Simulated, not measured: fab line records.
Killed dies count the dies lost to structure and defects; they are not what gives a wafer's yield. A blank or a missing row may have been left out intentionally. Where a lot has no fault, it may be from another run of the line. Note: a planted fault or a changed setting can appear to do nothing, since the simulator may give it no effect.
Lot-split experiment -- flow n5Finfet -- route with 1938 steps; 7 lots, 21 wafers read

## THE SPLIT ITSELF
At N5_BEOL_M5_VIA_ETCH_34 (etches SiCOH lowk in C4F6/O2, target depth 88.3 nm, time 39.2 s), the setting sourceW was moved away from the recipe's 345 W on 8 of the 21 wafers read, by -18.0% to +11.9%. All remaining wafers had this setting at the recipe value.

The reading is taken at the split's own step.

## THE READING
rfVppV, in V, at N5_BEOL_M5_VIA_ETCH_34 (etches SiCOH lowk in C4F6/O2, target depth 88.3 nm, time 39.2 s). On this fab line, fault-free wafers typically give 669 V with a standard deviation of 15 V.

wafer,"tool, chamber at the split","sourceW as run, W",against the recipe,"rfVppV, V",against lot-mates on the recipe
L078.2,"rieDiel-01, 1",282.9,-18.0%,746,+99
L078.3,"rieDiel-01, 0",345,recipe,647,-
L078.5,"rieDiel-01, 3",282.9,-18.0%,754,+107
L080.4,"rieDiel-01, 0",345,recipe,646,-
L080.5,"rieDiel-01, 1",345,recipe,673,-
L080.6,"rieDiel-01, 0",345,recipe,644,-
L076.1,"rieDiel-05, 1",345,recipe,665,-
L076.3,"rieDiel-05, 2",345,recipe,669,-
L076.4,"rieDiel-05, 3",345,recipe,640,-
L091.1,"rieDiel-01, 1",345,recipe,673,-
L091.3,"rieDiel-01, 2",310.9,-9.9%,703,+30
L091.4,"rieDiel-01, 2",310.9,-9.9%,704,+31
L090.3,"rieDiel-05, 1",345,recipe,664,-
L090.4,"rieDiel-05, 0",293.1,-15.0%,715,+51
L090.5,"rieDiel-05, 1",293.1,-15.0%,723,+59
L093.4,"rieDiel-04, 1",381.1,+10.5%,652,-30
L093.5,"rieDiel-04, 3",345,recipe,696,-
L093.6,"rieDiel-04, 2",345,recipe,669,-
L095.1,"rieDiel-04, 3",345,recipe,694,-
L095.4,"rieDiel-04, 2",345,recipe,668,-
L095.5,"rieDiel-04, 2",385.9,+11.9%,631,-50

THE FIT
A straight line over all 21 wafers: rfVppV changes by -3.73 V for each +1% of sourceW; r = -0.89; the points scatter about the line by 16 V.
The same after taking each lot's own level away (the mean of its wafers on the recipe; 21 wafers): -4.42 V for each +1%; r = -0.94; scatter 14 V.
That fit puts the effect of the largest move of sourceW on the reading at 80 V.
The lots' own levels span 647.0 to 682.5 V, that is 2.4 times the standard deviation above.
So the slope is not independent of the lot-to-lot level: the two fits are not the same.
Check: for one of the wafers moved furthest among these (-18.0%), held out of the fit, the line's prediction against its lot-mates is +75.2 V. It came out at +99 V against them.
Tool readings at the split's step, against how far the setting was moved: rfVppV r = -0.89.

## THE OTHER SPLITS THESE WAFERS WENT THROUGH
These wafers also went through other splits before the reading. Each is held against what the fit with the lots' levels taken away leaves over:
other split on the same wafers,wafers away from the commonest value,r with rfVppV (lot level and that fit taken away)
N5_HKMG_FIN_COAT_06 spinRpm,9,-0.24
N5_GATE_CUT_CUT_ETCH_54 icpW,5,-0.32
N5_GATE_CUT_ALD_22 aldCycles,8,+0.04
N5_MOL_CONTACT_COAG_ETCH_67 sourceW,8,+0.06
N5_BEOL_M0_ETCH_138 sourceW,6,+0.19
N5_BEOL_M0_ETCH_109 biasW,9,+0.15
N5_BEOL_M3_ETCH_64 timeS,4,-0.18
N5_BEOL_M3_COAT_67 spinRpm,7,-0.14
N5_BEOL_M4_COAT_62 spinRpm,9,-0.07
N5_BEOL_M4_COAT_73 spinRpm,11,-0.26

## THE WHOLE CHAIN: every reading that the file lists as answering this split, in the file's order
step,what it does,reading,change (the file's fit),r (the file's)
N5_BEOL_M5_VIA_ETCH_34,"etches SiCOH lowk in C4F6/O2, target depth 88.3 nm, time 39.2 s",rfVppV,-4.34 V for each +1% of the setting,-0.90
N5_BEOL_M5_VIA_ETCH_34,"etches SiCOH lowk in C4F6/O2, target depth 88.3 nm, time 39.2 s","etch.depthNm (the simulator's own value, which no gauge read)",+0.403 nm for each +1% of the setting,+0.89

## FILE'S OWN FIT
rfVppV changes by -4.34 V for each +1% of sourceW, r = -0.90.
